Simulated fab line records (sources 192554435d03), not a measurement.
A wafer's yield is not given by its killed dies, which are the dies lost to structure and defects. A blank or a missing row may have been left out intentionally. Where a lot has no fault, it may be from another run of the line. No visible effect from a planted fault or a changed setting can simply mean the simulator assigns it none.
fab line records    flow n5_finfet
record lots=4  wafers=12  last_day=17
route steps=1938 shown BEOL_M13@1681 BEOL_M14@1716 PASSIVATION@1936
lots that met no fault: taken from a fault-free run of the same line
start_h: hours from the record's first day to the start of the lot's first wafer shown    wait_h: hours elapsed since this lot's preceding step    " unchanged from the row above    L1.1+2: a single row standing in for several wafers    - value missing, or start not given    * or withheld: withheld    < > ~ a bound
route shown NAME@n: NAME is a module with steps in the file, n the number in the route of the first one    usual: the fault-free wafers' mean and standard deviation    same: alike in all rows    chamber/n: place in a boat    sites: per-site readings    _std_site: the standard deviation of these    _edge_site: outer sites' mean less inner sites'    radius_mm: for every site, how far away it sits from the centre of the wafer    mask NAME#n: copy n    behind: the tool/chamber that last shaped the wafer    hold: cause of the lot's hold/its duration in hours/its outcome    device: which transistor (n, p or np) failed to switch    end of line: the tests these same wafers got at the end of their route    a step without rows: its recipe alone    killed: at the first sort, the dies lost to defects and structure; wafer yield is something else    map: a wafer's dies, x killed, . not, _ none there
set.NAME: the setting that was run; set.NAME@STEP: the one run at that earlier step    model.NAME: the simulator's own value behind a step, which no gauge read
a table for each step, a row for each wafer; lots at some steps of the route
services: from which hour (start_h, from the record's first day; less than 0 if before it) a tool's chamber was out of use, for how many hours, and why
## steps
# step N5_BEOL_M13_COAT_66
# recipe resist=SiARC  temp_c=220  time_s=60  spin_rpm=1500  resist_thk_nm=110
# step N5_BEOL_M13_COAT_22
# recipe spin_rpm=2888  resist_thk_nm=300
# step N5_BEOL_M13_EBR_24
# recipe solvent=PGMEA  ebr_width_mm=1.5
# step N5_BEOL_M13_SOFTBAKE_23
# recipe temp_c=130  time_s=60
# step N5_BEOL_M13_EXPOSE_25
# recipe mask_id=M13  na=0.93  source_shape=conventional  sigma_outer=0.4  polarization=unpolarized  target_cd_nm=210  dose_mj=22
# step N5_BEOL_M13_PEB_26
# recipe peb_temp_c=130  peb_time_s=90
# step N5_BEOL_M13_DEVELOP_27
# recipe develop_time_s=45  rinse_liquid=diw  dry=air_spin  dev_temp_c=21
# step N5_BEOL_M13_HARDBAKE_32
# recipe temp_c=130  time_s=120
# step N5_BEOL_M13_DESCUM_33
# recipe chemistry=O2  time_s=7.9  source_power_w=50  bias_power_w=20  pressure_mtorr=20  rf_frequency_hz=2.712e+07  temp_c=40  o2_flow_sccm=225
# step N5_BEOL_M13_ETCH_67
# recipe chemistry=CF4  target=SiARC  target_depth_a=1430  time_s=238.3  ion_energy_ev=80  pressure_mtorr=40  source_w=545  bias_w=36  Ar_flow_sccm=100  cf4_flow_sccm=100  ends=cleared
# usual cf4_flow_sccm=100.00/0.29  drypump_motor_current_A=5.8/0.36  etch_rf_on_time_s=238/11  oes_product_au=0.65/0.081  rf_vpp_V=183.9/1.3  showerhead_plenum_p_Torr=2.13/0.066  throttle_valve_pct=15.73/0.25
lot.wafer  tool         chamber  start_h  wait_h  cf4_flow_sccm  drypump_motor_current_A  etch_rf_on_time_s  oes_product_au  rf_hours_counter_h  rf_vpp_V  showerhead_plenum_p_Torr  throttle_valve_pct
L416.4     rie_diel-03  2        269.81   0.0     99.83          6.0                      226                0.83            16                  184.4     2.25                      15.51
L416.5     "            1        "        "       100.25         6.2                      239                0.63            -                   184.5     2.22                      16.04
L416.6     "            0        "        "       99.99          5.7                      253                0.59            -                   184.4     2.19                      15.70
L424.4     rie_diel-01  1        314.83   0.0     99.87          5.5                      234                0.60            238                 183.1     2.13                      15.99
L424.5     "            2        "        "       100.18         6.2                      237                0.63            -                   182.1     2.04                      15.70
L424.6     "            3        "        "       100.19         5.4                      262                0.57            -                   183.5     2.13                      15.85
L432.2     rie_diel-03  2        359.76   0.0     99.84          6.0                      228                0.77            43                  184.9     2.24                      15.57
L432.4     "            3        "        "       100.23         5.8                      229                0.61            244                 183.6     2.02                      15.74
L432.5     "            1        "        "       99.80          6.3                      239                0.61            -                   184.6     2.21                      16.08
L433.1     rie_diel-03  0        376.04   0.0     99.34          5.7                      252                0.57            241                 185.0     2.18                      15.76
L433.4     "            3        "        "       100.32         5.8                      228                0.60            248                 183.1     2.02                      15.76
L433.5     "            0        "        "       99.45          5.7                      252                0.58            -                   186.0     2.18                      15.77
# step N5_BEOL_M13_ETCH_68
# recipe chemistry=N2/H2  target=SOC  mask_material=SiARC  source_w=3000  bias_w=350  temp_c=40  time_s=355  ion_energy_ev=200  pressure_mtorr=30  n2_flow_sccm=200  h2_flow_sccm=200
# step N5_BEOL_M13_STRIP_69
# recipe chemistry=N2/H2  temp_c=40  n2_flow_sccm=200  h2_flow_sccm=200  rf_frequency_hz=6e+07
# step N5_BEOL_M13_TRENCH_ETCH_34
# recipe chemistry=C4F8/O2/Ar  target=SiOC  target_depth_a=4134.7  mask_material=SOC  pressure_mtorr=30  source_w=3000  bias_w=700  Ar_flow_sccm=400  C4F8_flow_sccm=15  O2_flow_sccm=8  he_inner_torr=15  he_outer_torr=30  time_s=162.6  ion_energy_ev=250
# step N5_BEOL_M13_STRIP_70
# recipe chemistry=C4F8/O2/Ar  resist=SiARC  rf_frequency_hz=6e+07
# step N5_BEOL_M13_STRIP_37
# recipe chemistry=N2/H2  power_w=1000  temp_c=250  h2_frac=0.65  overash_fraction=0.3  pressure_mtorr=withheld  n2_flow_sccm=1750  h2_flow_sccm=3250
# step N5_BEOL_M13_ETCH_38
# recipe chemistry=CF4/N2  target=SiCN  target_depth_a=675  taper_deg=2  time_s=71.9  ion_energy_ev=150  mask_material=SiO2  pressure_mtorr=40  source_w=430  bias_w=70  Ar_flow_sccm=100  cf4_flow_sccm=60  n2_flow_sccm=60
# step N5_BEOL_M13_PRECLEAN_39
# recipe chemistry=residue_remover  time_s=60  temp_c=40
# step N5_BEOL_M13_SRD_40
# recipe time_s=30  temp_c=23  rinse_liquid=diw  dry=n2_spin  spin_rpm=1500  dry_time_s=30
# step N5_BEOL_M13_DEGAS_41
# recipe ambient=vacuum  temp_c=250  time_s=60
# step N5_BEOL_M13_PRE_CLEAN_42
# recipe gas=H2/He  time_s=30  temp_c=250
# step N5_BEOL_M13_SPUTTER_43
# recipe material=TaN  target_thk_a=150  temp_c=50  bias_v=168.6  power_w=15000  chamber_pressure_pa=0.12  time_s=24.19
# step N5_BEOL_M13_SPUTTER_44
# recipe material=Ta  target_thk_a=100  temp_c=50  bias_v=80  power_w=15000  chamber_pressure_pa=0.07  time_s=16.13
# step N5_BEOL_M13_SPUTTER_45
# recipe material=Cu  target_thk_a=800  temp_c=-20  bias_v=60  power_w=26000  chamber_pressure_pa=0.13  time_s=13.33
# step N5_BEOL_M13_ECD_47
# recipe material=Cu  target_thk_a=9360
# step N5_BEOL_M13_ANNEAL_48
# recipe temp_c=225  time_s=90  ambient=N2
# step N5_BEOL_M13_CMP_49
# recipe stop_on=SiOC  t_overpolish_s=17.1  down_force_psi=1  platen_rpm=50  clearing_platen_down_force_psi=1.5  clearing_platen_rpm=50  post_cmp_clean=cu_alkaline  target_thk_nm=420  clearing_platen_pad_velocity_m_s=0.99484  pad_velocity_m_s=0.99484
# step N5_BEOL_M13_PRE_CLEAN_52
# recipe gas=NH3  time_s=15  temp_c=withheld  rf_power_w=300
# step N5_BEOL_M13_DEP_53
# recipe material=SiCN  target_thk_a=500  temp_c=withheld  precursor=3MS/NH3  pressure_torr=3  rf_w=675  time_s=17.8
# step N5_BEOL_M14_ILD_DEP_00
# recipe material=SiO2  target_thk_a=11193  temp_c=400  precursor=TEOS/O2  pressure_torr=6.5  rf_w=900  teos_flow_sccm=161.4  gas=O2  flow_sccm=2650  time_s=237.4
# step N5_BEOL_M14_COAT_58
# recipe resist=BARC  temp_c=205  time_s=60  spin_rpm=1500  resist_thk_nm=89
# step N5_BEOL_M14_COAT_04
# recipe spin_rpm=1704  resist_thk_nm=800
# step N5_BEOL_M14_EBR_06
# recipe solvent=PGMEA  ebr_width_mm=1.5
# step N5_BEOL_M14_SOFTBAKE_05
# recipe temp_c=130  time_s=60
# step N5_BEOL_M14_EXPOSE_07
# recipe mask_id=V13  na=0.8  source_shape=annular  sigma_inner=0.5  sigma_outer=0.8  polarization=unpolarized  attpsm_phase_deg=180  dose_mj=57
# step N5_PASSIVATION_PROBE_49
# usual defect_limited_yield=91.8/1.5  killed_at_M0_to_M3=33/11  killed_at_M4_up=13/5  killed_at_contacts=11/5.6  killed_at_front_end=36/12  killed_at_other=3.4/2.5  killed_dies=97/18  killed_on_rim=12/4.2  killed_open=64/13  killed_short=31/6.9  sort_bin_4_leakage=0.01/0.048  sort_bin_5_function=4.8/1  sort_bin_6_memory=3.1/0.64  sort_n_pass=1083/18  sort_yield_pct=91.8/1.5
# same gross_dies=1180  killed_at_back_side=0  sort_bin_8_speed[%]=0
lot.wafer  tool       chamber  start_h  wait_h  defect_limited_yield[%]  killed_at_M0_to_M3  killed_at_M4_up  killed_at_contacts  killed_at_front_end  killed_at_other  killed_dies  killed_on_rim  killed_open  killed_short  sort_bin_4_leakage[%]  sort_bin_5_function[%]  sort_bin_6_memory[%]  sort_n_pass  sort_yield_pct[%]
L416.4     prober-01  -        296.39   0.2     91.8                     39                  12               9                   34                   3                97           15             70           25            0.08                   4.5                     3.3                   1082         91.7
L416.5     prober-01  -        296.44   0.2     92.2                     46                  6                10                  28                   2                92           10             59           31            0                      4.7                     3.1                   1088         92.2
L416.6     prober-01  -        296.49   0.3     92.7                     32                  10               5                   37                   2                86           4              63           23            0                      4.2                     2.8                   1094         92.7
L424.4     prober-02  -        348.07   0.2     90.8                     40                  18               17                  29                   4                108          13             72           33            0                      5.8                     2.9                   1072         90.8
L424.5     prober-02  -        348.12   0.2     91.8                     24                  17               23                  30                   3                97           17             63           31            0                      5.3                     2.5                   1083         91.8
L424.6     prober-02  -        348.17   0.3     91.9                     22                  14               20                  34                   6                96           13             60           34            0                      4.9                     3.1                   1084         91.9
L432.2     prober-01  -        393.32   0.1     78.9                     26                  169              15                  32                   7                249          23             68           31            0                      13.5                    3.6                   931          78.9
L432.4     prober-01  -        393.42   0.2     83.1                     26                  93               9                   68                   3                199          36             73           43            0                      9.4                     4.4                   981          83.1
L432.5     prober-01  -        393.47   0.2     81.8                     25                  122              7                   58                   3                215          31             67           40            0                      11.2                    3.9                   965          81.8
L433.1     prober-02  -        409.38   0.0     85.9                     16                  115              6                   26                   3                166          27             47           21            0                      7.9                     3.3                   1014         85.9
L433.4     prober-02  -        409.53   0.2     85.7                     30                  97               9                   31                   2                169          28             63           25            0                      8.6                     3.6                   1011         85.7
L433.5     prober-02  -        409.58   0.2     84.3                     36                  101              20                  26                   2                185          33             65           29            0                      8.0                     3.9                   995          84.3
# killed by level:class
L416.4 BEOL_M3:geometric_particle:open=10 BEOL_M0_SAQP:geometric_particle:open=9 MOL_CONTACT_COAG:geometric_particle:open=8 FIN_SAQP:geometric_particle:open=7 BEOL_M1:geometric_particle:open=6 BEOL_M0_SAQP:geometric_particle:short=5 BEOL_M2:geometric_particle:open=5 FIN_SAQP:geometric_particle:short=4
L416.5 BEOL_M3:geometric_particle:open=15 MOL_CONTACT_COAG:geometric_particle:open=9 FIN_SAQP:geometric_particle:short=7 BEOL_M0_SAQP:geometric_particle:short=7 FIN_SAQP:geometric_particle:open=6 BEOL_M0_SAQP:geometric_particle:open=6 BEOL_M1:geometric_particle:open=6 BEOL_M3:geometric_particle:short=5
L416.6 BEOL_M3:geometric_particle:open=12 FIN_SAQP:geometric_particle:short=7 BEOL_M0_SAQP:geometric_particle:short=7 STI_FIN_REVEAL:geometric_particle:open=6 DUMMY_GATE:geometric_particle:open=6 FIN_SAQP:geometric_particle:open=5 FIN_CUT:geometric_particle:open=5 BEOL_M0_SAQP:geometric_particle:open=5
L424.4 BEOL_M0_SAQP:geometric_particle:short=15 BEOL_M0_SAQP:geometric_particle:open=13 MOL_CONTACT_COAG:geometric_particle:open=10 BEOL_M1:geometric_particle:open=8 FIN_SAQP:geometric_particle:open=7 STI_FIN_REVEAL:geometric_particle:open=7 BEOL_M4:geometric_particle:open=6 MOL_CONTACT_COAG:geometric_particle:short=5
L424.5 MOL_CONTACT_COAG:geometric_particle:open=18 BEOL_M0_SAQP:geometric_particle:short=8 BEOL_M0_SAQP:geometric_particle:open=7 FIN_SAQP:geometric_particle:open=6 DUMMY_GATE:geometric_particle:open=6 MOL_CONTACT_COAG:geometric_particle:short=5 FIN_SAQP:geometric_particle:short=4 STI_FIN_REVEAL:geometric_particle:open=4
L424.6 MOL_CONTACT_COAG:geometric_particle:open=17 BEOL_M0_SAQP:geometric_particle:open=11 FIN_SAQP:geometric_particle:short=10 FIN_SAQP:geometric_particle:open=8 BEOL_M0_SAQP:geometric_particle:short=8 DUMMY_GATE:geometric_particle:open=6 BEOL_M5:geometric_particle:open=4 BEOL_M4:geometric_particle:open=3
L432.2 BEOL_M13:unspecified=148 MOL_CONTACT_COAG:geometric_particle:open=11 BEOL_M3:geometric_particle:open=9 BEOL_M4:geometric_particle:open=7 BEOL_M5:geometric_particle:open=7 DUMMY_GATE:geometric_particle:open=6 FIN_SAQP:geometric_particle:short=5 BEOL_M0_SAQP:geometric_particle:open=5
L432.4 BEOL_M13:unspecified=78 FIN_SAQP:geometric_particle:short=16 BEOL_M2:geometric_particle:open=10 MOL_CONTACT_COAG:geometric_particle:open=9 STI_FIN_REVEAL:geometric_particle:open=7 GATE_CUT:geometric_particle:open=7 GATE_CUT:geometric_particle:short=7 FIN_SAQP:geometric_particle:open=6
L432.5 BEOL_M13:unspecified=105 FIN_SAQP:geometric_particle:open=19 FIN_SAQP:geometric_particle:short=13 BEOL_M0_SAQP:geometric_particle:open=7 MOL_CONTACT_COAG:geometric_particle:open=6 BEOL_M0:geometric_particle:open=6 BEOL_M4:geometric_particle:open=6 BEOL_M0_SAQP:geometric_particle:short=5
L433.1 BEOL_M13:unspecified=98 STI_FIN_REVEAL:geometric_particle:open=7 BEOL_M0_SAQP:geometric_particle:open=7 BEOL_M4:geometric_particle:open=7 FIN_SAQP:geometric_particle:short=5 FIN_SAQP:geometric_particle:open=5 MOL_CONTACT_COAG:geometric_particle:open=4 BEOL_M3:geometric_particle:open=4
L433.4 BEOL_M13:unspecified=81 BEOL_M3:geometric_particle:open=15 BEOL_M4:geometric_particle:open=11 DUMMY_GATE:geometric_particle:open=7 MOL_CONTACT_COAG:geometric_particle:open=6 STI_FIN_REVEAL:geometric_particle:open=5 BEOL_M2:geometric_particle:open=5 FIN_SAQP:geometric_particle:short=4
L433.5 BEOL_M13:unspecified=90 MOL_CONTACT_COAG:geometric_particle:open=16 BEOL_M0_SAQP:geometric_particle:open=10 BEOL_M0_SAQP:geometric_particle:short=9 STI_FIN_REVEAL:geometric_particle:open=6 DUMMY_GATE:geometric_particle:open=6 MOL_CONTACT_COAG:geometric_particle:short=4 BEOL_M2:geometric_particle:open=4
# map L432.2 (x killed, . not)
_________________............________________
______________......x........x.._____________
___________........................__________
__________x.......x.......x.....x..._________
________.....x........................_______
_______.......x.......x.x..x..xx.......______
______.x..x...........x.............x..x_____
_____........x.........x......x......x..x____
____............x.....x...................___
___....x...x...........................x...__
___...............x.....x.......x..........__
__.....x......................x...........x._
__.........................x................_
_..x..............x..x.....x..............xx.
_...........................................x
_x.....xx....xx.x..x.....x..x.............x..
_...x.................x.......x..x.......x...
_..x..........x....x.x.........x..........x..
_.x....x.............x..........x..xx........
_.............x..x.............x.xxxxx.xx....
_.....................x...xxxxxxxxxxx.x......
__................x...x...xx.xxxxxxxxxx....._
__.......................x.xxxxxxxxxxxxxx..._
___.x.................x..x.xxxxxxxxxxxx.x..__
___....x..x.xx....x.......xxxxxxxxxxxxx.x..__
____..x...x.....x......x.x.xxxxxxxxxxxxxx.___
_____...........x.....x...xxxxxxxxxxxxxxx____
______..........x...x.x...xxxxxxxxxxxxxx_____
_______.......x...........x.xxxxxxxxxxx______
________...x..xx..........xxxxxxxxxxxx_______
__________....x.......x...x...x.xx.x_________
___________..............x..x..x..x__________
______________................x._____________
_________________............________________
# map L433.5 (x killed, . not)
_________________xxxxxxxxxxx.________________
______________xxxxxxxxxxxxxxxx.x_____________
___________.x..xxxxxxxxxxxxxx......__________
__________.x.x.xxxxxxxxxxxx.xxxx...._________
________......x.xxxxxxxxxxxx.....x.xx._______
_______...x....xxxxxxxxxxxx............______
______......x.x..xxxxxx.x.x........x...._____
_____.x.....x.....x..xxx..x.............x____
____.................x.......x............___
___.x.............................x........__
___.........xx....x....x.....x.x...........__
__........x..x........x.....x...x....x...x.x_
__................x..xx....................._
_.............x................x.............
_x..................x..x..x.......x.......x..
_...........x......x...................x.....
_.............x..............................
_.x.........x......x....................x....
_x................x.....x...x..xx.x..........
_....x.xx....................................
_...x......................................x.
__....x....................................._
__...x...................x..........x......._
___x............................x..x.......__
___...............xx.......................__
____.......x........xx.....x..............___
_____.x.x....x...................x.......____
______..x....................x.........._____
_______.x..............................______
________.............x................_______
__________.................x.x...x.._________
___________...x..............x.....__________
______________...........x......_____________
_________________............________________
## services
tool         chamber  start_h  hours  kind
rie_diel-01  0        270.83   -      clean
rie_diel-01  0        270.83   -      consumable_replace:focus_ring
rie_diel-01  0        270.83   24.0   scheduled_down
rie_diel-01  0        270.83   24.0   vent_cycle
rie_diel-01  -        300.50   2.8    pm
rie_diel-01  1        356.71   -      clean
rie_diel-01  1        356.71   -      consumable_replace:focus_ring
rie_diel-01  1        356.71   25.9   scheduled_down
rie_diel-01  1        356.71   25.9   vent_cycle
## key
first_sign step=N5_PASSIVATION_PROBE_49  reading=killed_at_M4_up  direction=up  sigmas=21  usual=13  struck=116
effect step=N5_PASSIVATION_PROBE_49  reading=defect_limited_yield  direction=down  sigmas=5.6  usual=91.8  struck=83.3
more_kills_born_at N5_BEOL_M13_ETCH_67@rie_diel-03=600
met_at N5_BEOL_M13_ETCH_67
struck_wafers L432.2,L432.4,L432.5,L433.1,L433.4,L433.5
onset_between 269.81 359.76
also_fits time
fault kind=chamber_particle_source  tool=rie_diel-03  chamber=-  onset_h=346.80  steps=N5_BEOL_M13_ETCH_67  rate_per_visit_cm2=1.5992  end_h=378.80
